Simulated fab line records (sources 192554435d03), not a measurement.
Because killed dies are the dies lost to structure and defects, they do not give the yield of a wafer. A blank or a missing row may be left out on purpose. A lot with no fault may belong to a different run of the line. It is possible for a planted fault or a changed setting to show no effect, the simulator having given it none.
fab line records    flow n5-finfet
record: lots: 7  wafers: 21
route steps=1938 shown MOL_CONTACT_COAG@523 BEOL_M0_SAQP@663 BEOL_M1@794 BEOL_M2@846
start-h: hours from the record's first day to the start of the lot's first wafer shown    wait-h: hours from the lot's prior step to this one    " unchanged from the row above    L1.1+2: several wafers, shown together as one row    - no value, or no start was given    * or withheld: withheld    < > ~ a bound
route shown NAME@n: a module of which the file shows steps, and the number in the route of the first    usual: mean/standard deviation taken from wafers without a fault    same: alike in all rows    chamber/n: place in a boat    sites: readings site by site    _std_site: standard deviation across them    _edge_site: inner sites' mean taken away from outer sites' mean    radius-mm: for every site, how far away it sits from the centre of the wafer    mask NAME#n: copy n    behind: the tool/chamber that last shaped the wafer    hold: cause of the lot's hold/its duration in hours/its outcome    device: the transistor (n, p or np) that didn't switch    end of line: tests run on the same wafers once the route is complete    a step given without rows: its recipe and nothing more    killed: dies lost to structure and defects at the first sort, not the wafer's yield    map: a wafer's dies, marking killed ones x, the rest . and places with no die _
set.NAME: the setting as run; set.NAME@STEP: as run at that earlier step    model.NAME: the simulator's own value behind a step, which no gauge read
one table per step and one row per wafer, for lots whose settings were changed on purpose
== steps ==
step: N5_MOL_CONTACT_COAG_EXPOSE_05
recipe: mask-id: CA  na: 0.33  source-shape: annular  sigma-inner: 0.4  sigma-outer: 0.8  polarization: unpolarized  defocus-nm: 0  dose-mj: 38.25
lot.wafer   tool            chamber  start-h  wait-h  mask  set.dose-mj
L079.1+5    euv-scanner-02  0        116.12   -       CA#0  38.25
L079.2      "               0        "        "       CA#0  36.8
L080.1      euv-scanner-02  0        125.17   -       CA#0  38.25
L080.3+5    "               0        "        "       CA#0  36.14
L084.2+4    euv-scanner-01  0        147.73   -       CA#0  37.52
L084.3      "               0        "        "       CA#0  38.25
L088.1+3+4  euv-scanner-01  0        175.93   -       CA#0  38.25
L089.2+3+6  euv-scanner-01  0        177.38   -       CA#0  38.25
L091.3+4    euv-scanner-01  0        194.66   -       CA#0  40.78
L091.6      "               0        "        "       CA#0  38.25
L096.1+3    euv-scanner-02  0        219.82   -       CA#0  37.13
L096.4      "               0        "        "       CA#0  38.25
step: N5_MOL_CONTACT_COAG_PEB_06
recipe: peb-temp-c: 100  peb-time-s: 60  resist: CAR-EUV
step: N5_MOL_CONTACT_COAG_DEVELOP_07
recipe: develop-time-s: 30  developer: TMAH  resist: CAR-EUV  rinse-liquid: surfactant-rinse  dry: air-spin  dev-temp-c: 23
step: N5_MOL_CONTACT_COAG_DESCUM_13
recipe: chemistry: O2  time-s: 7  source-power-w: 50  bias-power-w: 20  pressure-mtorr: 20  rf-frequency-hz: 2.712e+07  temp-c: 40  resist: CAR-EUV  o2-flow-sccm: 225
step: N5_MOL_CONTACT_COAG_ETCH_59
recipe: chemistry: N2/H2  target: underlayer  target-depth-a: 130  mask-material: CAR-EUV  time-s: 10.4  ion-energy-ev: 200  pressure-mtorr: 30  source-w: 840  bias-w: 150  n2-flow-sccm: 200  h2-flow-sccm: 200  ends: cleared
lot.wafer  tool         chamber  start-h  wait-h  set.dose-mj@MOL_CONTACT_COAG_EXPOSE_05  model.MOL_CONTACT_COAG.cd-offset-nm
L079.1+5   rie-diel-02  1,2      116.63   0.0     38.25                                   -0.2
L079.2     "            0        "        "       36.8                                    -0.8
L080.1     rie-diel-02  3        126.00   0.0     38.25                                   0.2
L080.3     "            0        "        "       36.14                                   -1.4
L080.5     "            0        "        "       36.14                                   -1.2
L084.2+4   rie-diel-05  0,2      148.01   0.0     37.52                                   -0.4
L084.3     "            3        "        "       38.25                                   0
L088.1+4   rie-diel-04  0,2      176.22   0.0     38.25                                   0.2
L088.3     "            3        "        "       38.25                                   0.4
L089.2     rie-diel-05  0        177.66   0.0     38.25                                   -0.4
L089.3     "            2        "        "       38.25                                   -0.2
L089.6     "            0        "        "       38.25                                   0
L091.3+4   rie-diel-02  2,3      194.94   0.0     40.78                                   1.4
L091.6     "            2        "        "       38.25                                   0
L096.1     rie-diel-04  2        220.11   0.0     37.13                                   -0.6
L096.3     "            3        "        "       37.13                                   -1
L096.4     "            0        "        "       38.25                                   0
step: N5_MOL_CONTACT_COAG_ETCH_105
recipe: chemistry: CF4  target: SiARC  target-depth-a: 156  mask-material: CAR-EUV  time-s: 26  ion-energy-ev: 80  pressure-mtorr: 40  source-w: 545  bias-w: 36  Ar_flow_sccm: 100  cf4-flow-sccm: 100  ends: cleared
lot.wafer  tool         chamber  start-h  wait-h  set.dose-mj@MOL_CONTACT_COAG_EXPOSE_05  model.MOL_CONTACT_COAG.cd-offset-nm
L079.1+5   rie-diel-02  1,2      116.65   0.0     38.25                                   -0.2
L079.2     "            0        "        "       36.8                                    -0.8
L080.1     rie-diel-02  3        126.02   0.0     38.25                                   0.2
L080.3+5   "            0        "        "       36.14                                   -1.2
L084.2     rie-diel-05  0        148.03   0.0     37.52                                   -0.4
L084.3     "            3        "        "       38.25                                   0
L084.4     "            2        "        "       37.52                                   -0.6
L088.1+3   rie-diel-04  0,3      176.24   0.0     38.25                                   0.2
L088.4     "            2        "        "       38.25                                   0.4
L089.2     rie-diel-05  0        177.68   0.0     38.25                                   -0.6
L089.3+6   "            2,0      "        "       38.25                                   -0.2
L091.3+4   rie-diel-02  2,3      194.95   0.0     40.78                                   1.4
L091.6     "            2        "        "       38.25                                   0
L096.1     rie-diel-04  2        220.13   0.0     37.13                                   -0.6
L096.3     "            3        "        "       37.13                                   -1
L096.4     "            0        "        "       38.25                                   0
step: N5_MOL_CONTACT_COAG_ETCH_106
recipe: chemistry: N2/H2  target: SOC  target-depth-a: 800  overetch-a: 160  mask-material: SiARC  temp-c: 40  time-s: 120  ion-energy-ev: 200  pressure-mtorr: 30  source-w: 840  bias-w: 150  n2-flow-sccm: 200  h2-flow-sccm: 200
step: N5_MOL_CONTACT_COAG_STRIP_107
recipe: chemistry: N2/H2  temp-c: 40  n2-flow-sccm: 200  h2-flow-sccm: 200  rf-frequency-hz: 6e+07
step: N5_MOL_CONTACT_COAG_CONTACT_ETCH_14
recipe: chemistry: C4F6/O2  target: SiO2  target-depth-a: 275  overetch-a: 85  mask-material: SOC  pressure-mtorr: 30  source-w: 370  bias-w: 185  Ar_flow_sccm: 300  C4F6_flow_sccm: 16  O2_flow_sccm: 10  time-s: 20  ion-energy-ev: 259.6
step: N5_MOL_CONTACT_COAG_STRIP_109
recipe: chemistry: C4F6/O2  resist: SiARC  rf-frequency-hz: 6e+07
step: N5_MOL_CONTACT_COAG_ETCH_15
recipe: chemistry: CH3F/O2  target: SiNx  target-depth-a: 70  mask-material: SOC  stop-on: Si:P  over-etch-frac: 0.75  ion-energy-ev: 120  pressure-mtorr: 30  source-w: 395  bias-w: 73  Ar_flow_sccm: 150  CH3F_flow_sccm: 30  O2_flow_sccm: 20
lot.wafer  tool         chamber  start-h  wait-h  set.dose-mj@MOL_CONTACT_COAG_EXPOSE_05  model.MOL_CONTACT_COAG.cd-offset-nm
L079.1     rie-diel-02  1        116.81   0.0     38.25                                   -0.4
L079.2     "            0        "        "       36.8                                    -1.2
L079.5     "            2        "        "       38.25                                   -0.6
L080.1     rie-diel-02  3        126.18   0.0     38.25                                   0.2
L080.3     "            0        "        "       36.14                                   -1.2
L080.5     "            0        "        "       36.14                                   -1.4
L084.2     rie-diel-05  0        148.19   0.0     37.52                                   -0.4
L084.3     "            3        "        "       38.25                                   0
L084.4     "            2        "        "       37.52                                   -0.6
L088.1+3   rie-diel-04  0,3      176.40   0.0     38.25                                   0.2
L088.4     "            2        "        "       38.25                                   0.4
L089.2     rie-diel-05  0        177.85   0.0     38.25                                   -0.6
L089.3     "            2        "        "       38.25                                   -0.4
L089.6     "            0        "        "       38.25                                   -0.2
L091.3     rie-diel-02  2        195.12   0.0     40.78                                   1.2
L091.4     "            3        "        "       40.78                                   1.4
L091.6     "            2        "        "       38.25                                   -0.2
L096.1     rie-diel-04  2        220.29   0.0     37.13                                   -0.4
L096.3     "            3        "        "       37.13                                   -1.2
L096.4     "            0        "        "       38.25                                   0
step: N5_MOL_CONTACT_COAG_ETCH_110
recipe: chemistry: CF4/O2  target: Si  target-depth-a: 25  time-s: 8  pressure-mtorr: 100  source-w: 200  bias-w: 12  ion-energy-ev: 60  Ar_flow_sccm: 100  cf4-flow-sccm: 100  O2_flow_sccm: 10
lot.wafer  tool         chamber  start-h  wait-h  set.dose-mj@MOL_CONTACT_COAG_EXPOSE_05  model.MOL_CONTACT_COAG.cd-offset-nm
L079.1+5   rie-diel-02  1,2      116.87   0.0     38.25                                   -0.4
L079.2     "            0        "        "       36.8                                    -1.2
L080.1     rie-diel-02  3        126.24   0.0     38.25                                   0.2
L080.3     "            0        "        "       36.14                                   -1.4
L080.5     "            0        "        "       36.14                                   -1.6
L084.2     rie-diel-05  0        148.25   0.0     37.52                                   -0.4
L084.3     "            3        "        "       38.25                                   0.2
L084.4     "            2        "        "       37.52                                   -0.8
L088.1+3   rie-diel-04  0,3      176.46   0.0     38.25                                   0.2
L088.4     "            2        "        "       38.25                                   0.6
L089.2     rie-diel-05  0        177.91   0.0     38.25                                   -0.6
L089.3     "            2        "        "       38.25                                   -0.4
L089.6     "            0        "        "       38.25                                   -0.2
L091.3     rie-diel-02  2        195.18   0.0     40.78                                   1.4
L091.4     "            3        "        "       40.78                                   1.6
L091.6     "            2        "        "       38.25                                   -0.2
L096.1     rie-diel-04  2        220.35   0.0     37.13                                   -0.4
L096.3     "            3        "        "       37.13                                   -1.4
L096.4     "            0        "        "       38.25                                   0
step: N5_MOL_CONTACT_COAG_STRIP_98
recipe: chemistry: N2/H2  power-w: 500  temp-c: 40  pressure-mtorr: 50  rf-frequency-hz: 6e+07  overash-fraction: 0.3  bias-power-w: 8  h2-frac: 0.5  n2-flow-sccm: 300  h2-flow-sccm: 300
step: N5_MOL_CONTACT_COAG_CD_MEAS_99
recipe: target-cd-nm: 17.2  polarity: opening
usual: cd-nm: 17.1/0.42
lot.wafer  tool       chamber  start-h  wait-h  set.dose-mj@MOL_CONTACT_COAG_EXPOSE_05  cd-nm
L079.1     cd-sem-01  -        116.99   -       38.25                                   17.1
L079.2     "          -        "        "       36.8                                    16.1
L079.5     "          -        "        "       38.25                                   16.5
L080.1     cd-sem-01  -        126.36   -       38.25                                   17.5
L080.3     "          -        "        "       36.14                                   15.7
L080.5     "          -        "        "       36.14                                   15.7
L084.2     cd-sem-03  -        148.37   -       37.52                                   16.7
L084.3     "          -        "        "       38.25                                   17.8
L084.4     "          -        "        "       37.52                                   16.3
L088.1     cd-sem-03  -        176.58   -       38.25                                   17.6
L088.3     "          -        "        "       38.25                                   17.1
L088.4     "          -        "        "       38.25                                   17.6
L089.2     cd-sem-03  -        178.03   -       38.25                                   16.4
L089.3     "          -        "        "       38.25                                   17.1
L089.6     "          -        "        "       38.25                                   17.1
L091.3     cd-sem-03  -        195.30   -       40.78                                   18.8
L091.4     "          -        "        "       40.78                                   18.6
L091.6     "          -        "        "       38.25                                   16.7
L096.1     cd-sem-01  -        220.47   -       37.13                                   16.4
L096.3     "          -        "        "       37.13                                   15.9
L096.4     "          -        "        "       38.25                                   17.0
step: N5_MOL_CONTACT_COAG_ALD_133
recipe: material: SiO2  target-thk-a: 50  temp-c: 100  ald-precursor-family: BDEAS  ald-co-reactant: O2-plasma  pulse-time-s: 1  co-reactant-pulse-time-s: 1  purge-time-s: 2  co-reactant-purge-time-s: 2  ald-cycles: 35  pressure-torr: 2
lot.wafer   tool        chamber  start-h  wait-h  set.ald-cycles  model.SiO2_of_MOL_CONTACT_COAG_ALD_133.thk-nm
L079.1      ald-sin-01  2        127.94   0.1     39              5.6
L079.2+5    "           0,2      "        "       35              5
L080.1+3    ald-sin-03  3,2      140.19   0.1     35              5
L080.5      "           1        "        "       32              4.6
L084.2+3    ald-sin-03  1,0      160.99   0.1     35              5
L084.4      "           2        "        "       40              5.8
L088.1+3+4  ald-sin-03  2,3,1    188.23   0.1     35              5
L089.2+3+6  ald-sin-02  2,0,1    191.80   0.1     35              5
L091.3+6    ald-sin-03  1,0      207.18   0.1     35              5
L091.4      "           0        "        "       37              5.2
L096.1+4    ald-sin-03  2,3      231.97   0.1     30              4.2
L096.3      "           1        "        "       35              5
step: N5_MOL_CONTACT_COAG_VIA_ETCH_117
recipe: chemistry: C4F6/O2  target-depth-a: 400  overetch-a: 80  mask-material: SOC  target: SiO2  bias-w: 455  pressure-mtorr: 10  time-s: 26  source-w: 325  Ar_flow_sccm: 300  C4F6_flow_sccm: 10  O2_flow_sccm: 10  ion-energy-ev: 575.3  ends: end-point
usual: rf-vpp-V: 1594/27
lot.wafer  tool         chamber  start-h  wait-h  set.bias-w  rf-vpp-V
L079.1     rie-diel-05  1        128.28   0.0     455         1593
L079.2     "            0        "        "       455         1633
L079.5     "            2        "        "       455         1596
L080.1     rie-diel-05  1        140.52   0.0     455         1594
L080.3     "            2        "        "       455         1597
L080.5     "            2        "        "       455         1597
L084.2     rie-diel-04  3        161.32   0.0     432.5       1533
L084.3     "            0        "        "       432.5       1481
L084.4     "            2        "        "       432.5       1503
L088.1     rie-diel-02  0        188.58   0.0     455         1592
L088.3     "            3        "        "       455         1629
L088.4     "            2        "        "       455         1627
L089.2     rie-diel-04  1        192.16   0.0     521.2       1770
L089.3     "            0        "        "       455         1539
L089.6     "            2        "        "       455         1562
L091.3     rie-diel-05  3        207.52   0.0     413.6       1482
L091.4     "            2        "        "       413.6       1484
L091.6     "            3        "        "       413.6       1483
L096.1     rie-diel-04  0        232.36   0.0     426.9       1468
L096.3     "            3        "        "       455         1589
L096.4     "            2        "        "       455         1562
step: N5_BEOL_M0_SAQP_SPACER1_ALD_98
recipe: material: SiO2  target-thk-a: 128  temp-c: 300  ald-precursor-family: BDEAS  ald-co-reactant: O2-plasma  pulse-time-s: 1  purge-time-s: 2  co-reactant-purge-time-s: 2  ald-cycles: 138  pressure-torr: 2
lot.wafer   tool        chamber  start-h  wait-h  set.temp-c
L079.1+2    ald-sin-03  0,2      138.36   0.3     290.4
L079.5      "           3        "        "       300
L080.1+5    ald-sin-02  3,1      149.16   0.9     300
L080.3      "           1        "        "       309
L084.2      ald-sin-02  1        170.06   0.3     310.9
L084.3+4    "           3,2      "        "       300
L088.1+3+4  ald-sin-04  1,3,2    195.99   0.3     300
L089.2      ald-sin-03  2        199.50   0.3     300
L089.3+6    "           3,0      "        "       293.9
L091.3      ald-sin-04  1        216.27   0.2     300
L091.4+6    "           0,2      "        "       291.3
L096.1+3    ald-sin-04  1,3      240.94   0.3     288.1
L096.4      "           0        "        "       300
step: N5_BEOL_M0_SAQP_SPACER1_ETCHBACK_99
recipe: chemistry: CHF3/O2  mode: anisotropic-etchback  target: SiO2  target-depth-a: 154  time-s: 7.7  pressure-mtorr: 30  source-w: 650  bias-w: 170  Ar_flow_sccm: 200  CHF3_flow_sccm: 50  O2_flow_sccm: 5  ion-energy-ev: 200
step: N5_BEOL_M0_SAQP_MANDREL1_REMOVE_100
recipe: chemistry: HBr/Cl2/O2  bt-time-s: 10  target: a-Si  stop-on: SiNx  endpoint: OES-SiCl  over-etch-frac: 0.85  icp-w: 600  bias-w: 30  HBr_flow_sccm: 150  Cl2_flow_sccm: 80  O2_flow_sccm: 5  pressure-mtorr: 10
lot.wafer   tool       chamber  start-h  wait-h  set.temp-c@BEOL_M0_SAQP_SPACER1_ALD_98  model.BEOL_M0_SAQP.cd-nm
L079.1      rie-si-01  2        138.92   0.1     290.4                                   13.2
L079.2      "          3        "        "       290.4                                   13.4
L079.5      "          2        "        "       300                                     12.6
L080.1      rie-si-01  3        149.73   0.1     300                                     13
L080.3      "          2        "        "       309                                     12.6
L080.5      "          1        "        "       300                                     12.8
L084.2      rie-si-03  3        170.62   0.1     310.9                                   12.6
L084.3+4    "          0,1      "        "       300                                     12.8
L088.1+3+4  rie-si-04  1,0,3    196.55   0.1     300                                     13
L089.2      rie-si-04  2        200.06   0.1     300                                     13
L089.3+6    "          1        "        "       293.9                                   13.2
L091.3      rie-si-03  3        216.83   0.1     300                                     12.6
L091.4      "          1        "        "       291.3                                   13
L091.6      "          2        "        "       291.3                                   13.2
L096.1+3    rie-si-01  2,1      241.50   0.1     288.1                                   13.2
L096.4      "          3        "        "       300                                     12.8
step: N5_BEOL_M0_SAQP_ETCH_107
recipe: chemistry: CH3F/O2  target: SiNx  target-depth-a: 300  mask-material: SOC  pressure-mtorr: 30  source-w: 395  bias-w: 73  Ar_flow_sccm: 150  CH3F_flow_sccm: 30  O2_flow_sccm: 20  ion-energy-ev: 120
usual: rf-vpp-V: 299/3.9
lot.wafer  tool         chamber  start-h  wait-h  set.source-w  rf-vpp-V
L079.1     rie-diel-03  1        139.80   0.0     341.6         321
L079.2     "            3        "        "       341.6         315
L079.5     "            3        "        "       395           294
L080.1     rie-diel-06  3        151.19   0.0     462.5         280
L080.3     "            2        "        "       395           301
L080.5     "            0        "        "       395           296
L084.2     rie-diel-03  1        171.57   0.0     395           300
L084.3     "            3        "        "       328.3         322
L084.4     "            0        "        "       328.3         331
L088.1     rie-diel-06  0        198.89   0.0     395           296
L088.3     "            3        "        "       395           301
L088.4     "            2        "        "       395           302
L089.2     rie-diel-06  3        200.94   0.0     462.7         280
L089.3     "            1        "        "       462.7         271
L089.6     "            0        "        "       395           296
L091.3     rie-diel-01  1        217.89   0.0     440.8         283
L091.4     "            3        "        "       395           300
L091.6     "            0        "        "       395           304
L096.1     rie-diel-06  2        242.38   0.0     395           300
L096.3     "            3        "        "       395           301
L096.4     "            1        "        "       395           291
step: N5_BEOL_M1_ETCH_70
recipe: chemistry: N2/H2  target: SOC  target-depth-a: 800  overetch-a: 160  mask-material: SiARC  temp-c: 40  time-s: 120  ion-energy-ev: 200  pressure-mtorr: 30  source-w: 840  bias-w: 150  n2-flow-sccm: 200  h2-flow-sccm: 200
lot.wafer  tool         chamber  start-h  wait-h  set.time-s  model.SiARC_of_BEOL_M1_COAT_68.thk-nm
L079.1+2   rie-diel-01  3,1      167.79   0.0     120         6.2
L079.5     "            0        "        "       120         6.4
L080.1     rie-diel-01  0        175.63   0.0     120         6.6
L080.3+5   "            2,3      "        "       108.3       7
L084.2+3   rie-diel-06  3,2      188.14   0.0     120         6.6
L084.4     "            0        "        "       94.44       7.8
L088.1+4   rie-diel-01  0,2      213.84   0.0     120         6.4
L088.3     "            3        "        "       120         6.2
L089.2+3   rie-diel-01  0,2      221.88   0.0     120         6.4
L089.6     "            1        "        "       120         6.2
L091.3+4   rie-diel-01  2,0      235.55   0.0     120         6.4
L091.6     "            2        "        "       94.95       7.6
L096.1     rie-diel-01  3        256.91   0.0     130.9       5.6
L096.3     "            2        "        "       120         6.4
L096.4     "            0        "        "       130.9       5.8
step: N5_BEOL_M1_TRENCH_ETCH_37
recipe: chemistry: C4F6/O2  target-depth-a: 552.07  target: SiOC  time-s: 29  ion-energy-ev: 250  pressure-mtorr: 30  source-w: 355  bias-w: 185  Ar_flow_sccm: 300  C4F6_flow_sccm: 10  O2_flow_sccm: 10
usual: rf-vpp-V: 671/7.7
lot.wafer  tool         chamber  start-h  wait-h  set.bias-w  rf-vpp-V
L079.1     rie-diel-01  3        -        -       185         671
L079.2     "            1        "        "       185         666
L079.5     "            0        "        "       185         679
L080.1     rie-diel-01  0        -        -       185         681
L080.3     "            2        "        "       185         677
L080.5     "            3        "        "       185         671
L084.2     rie-diel-06  3        -        -       205.7       734
L084.3     "            2        "        "       185         675
L084.4     "            0        "        "       205.7       723
L088.1     rie-diel-01  0        -        -       185         681
L088.3     "            3        "        "       185         671
L088.4     "            2        "        "       185         676
L089.2     rie-diel-01  0        -        -       185         679
L089.3     "            2        "        "       185         675
L089.6     "            1        "        "       185         666
L091.3     rie-diel-01  2        -        -       193.9       703
L091.4     "            0        "        "       185         680
L091.6     "            2        "        "       193.9       703
L096.1     rie-diel-01  3        -        -       172.4       633
L096.3     "            2        "        "       185         677
L096.4     "            0        "        "       185         680
step: N5_BEOL_M2_COAT_62
recipe: resist: SiARC  temp-c: 220  time-s: 60  spin-rpm: 1500  resist-thk-nm: 12
lot.wafer   tool            chamber  start-h  wait-h  set.spin-rpm  model.SiARC_of_BEOL_M2_COAT_62.thk-nm
L079.1+2    litho-track-01  0        -        -       1500          12
L079.5      "               0        "        "       1392          12.4
L080.1+3    litho-track-05  0        -        -       1341          12.8
L080.5      "               0        "        "       1500          12
L084.2+3+4  litho-track-01  0        -        -       1500          12
L088.1+3+4  litho-track-01  0        -        -       1500          12
L089.2+3    litho-track-02  0        -        -       1352          12.6
L089.6      "               0        "        "       1500          12
L091.3+4    litho-track-02  0        -        -       1641          11.4
L091.6      "               0        "        "       1500          12
L096.1      litho-track-02  0        -        -       1611          11.6
L096.3+4    "               0        "        "       1500          12
== key ==
split: step: N5_MOL_CONTACT_COAG_EXPOSE_05  setting: dose-mj  stated: 38.25  by: wafer
response: step: N5_MOL_CONTACT_COAG_ETCH_59  reading: model.MOL_CONTACT_COAG.cd-offset-nm  change: +0.227  per: 1%  r: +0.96
response: step: N5_MOL_CONTACT_COAG_ETCH_105  reading: model.MOL_CONTACT_COAG.cd-offset-nm  change: +0.224  per: 1%  r: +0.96
response: step: N5_MOL_CONTACT_COAG_ETCH_15  reading: model.MOL_CONTACT_COAG.cd-offset-nm  change: +0.24  per: 1%  r: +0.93
response: step: N5_MOL_CONTACT_COAG_ETCH_110  reading: model.MOL_CONTACT_COAG.cd-offset-nm  change: +0.276  per: 1%  r: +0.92
response: step: N5_MOL_CONTACT_COAG_CD_MEAS_99  reading: cd-nm  change: +0.309  per: 1%  r: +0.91
split: step: N5_MOL_CONTACT_COAG_ALD_133  setting: ald-cycles  stated: 35  by: wafer
response: step: N5_MOL_CONTACT_COAG_ALD_133  reading: model.SiO2_of_MOL_CONTACT_COAG_ALD_133.thk-nm  change: +0.0532  per: 1%  r: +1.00
split: step: N5_MOL_CONTACT_COAG_VIA_ETCH_117  setting: bias-w  stated: 455  by: wafer
response: step: N5_MOL_CONTACT_COAG_VIA_ETCH_117  reading: rf-vpp-V  change: +15.5  per: 1%  r: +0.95
split: step: N5_BEOL_M0_SAQP_SPACER1_ALD_98  setting: temp-c  stated: 300  by: wafer
response: step: N5_BEOL_M0_SAQP_MANDREL1_REMOVE_100  reading: model.BEOL_M0_SAQP.cd-nm  change: -0.12  per: 1%  r: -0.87
split: step: N5_BEOL_M0_SAQP_ETCH_107  setting: source-w  stated: 395  by: wafer
response: step: N5_BEOL_M0_SAQP_ETCH_107  reading: rf-vpp-V  change: -1.38  per: 1%  r: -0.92
split: step: N5_BEOL_M1_ETCH_70  setting: time-s  stated: 120  by: wafer
response: step: N5_BEOL_M1_ETCH_70  reading: model.SiARC_of_BEOL_M1_COAT_68.thk-nm  change: -0.057  per: 1%  r: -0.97
split: step: N5_BEOL_M1_TRENCH_ETCH_37  setting: bias-w  stated: 185  by: wafer
response: step: N5_BEOL_M1_TRENCH_ETCH_37  reading: rf-vpp-V  change: +5.19  per: 1%  r: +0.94
split: step: N5_BEOL_M2_COAT_62  setting: spin-rpm  stated: 1500  by: wafer
response: step: N5_BEOL_M2_COAT_62  reading: model.SiARC_of_BEOL_M2_COAT_62.thk-nm  change: -0.064  per: 1%  r: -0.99
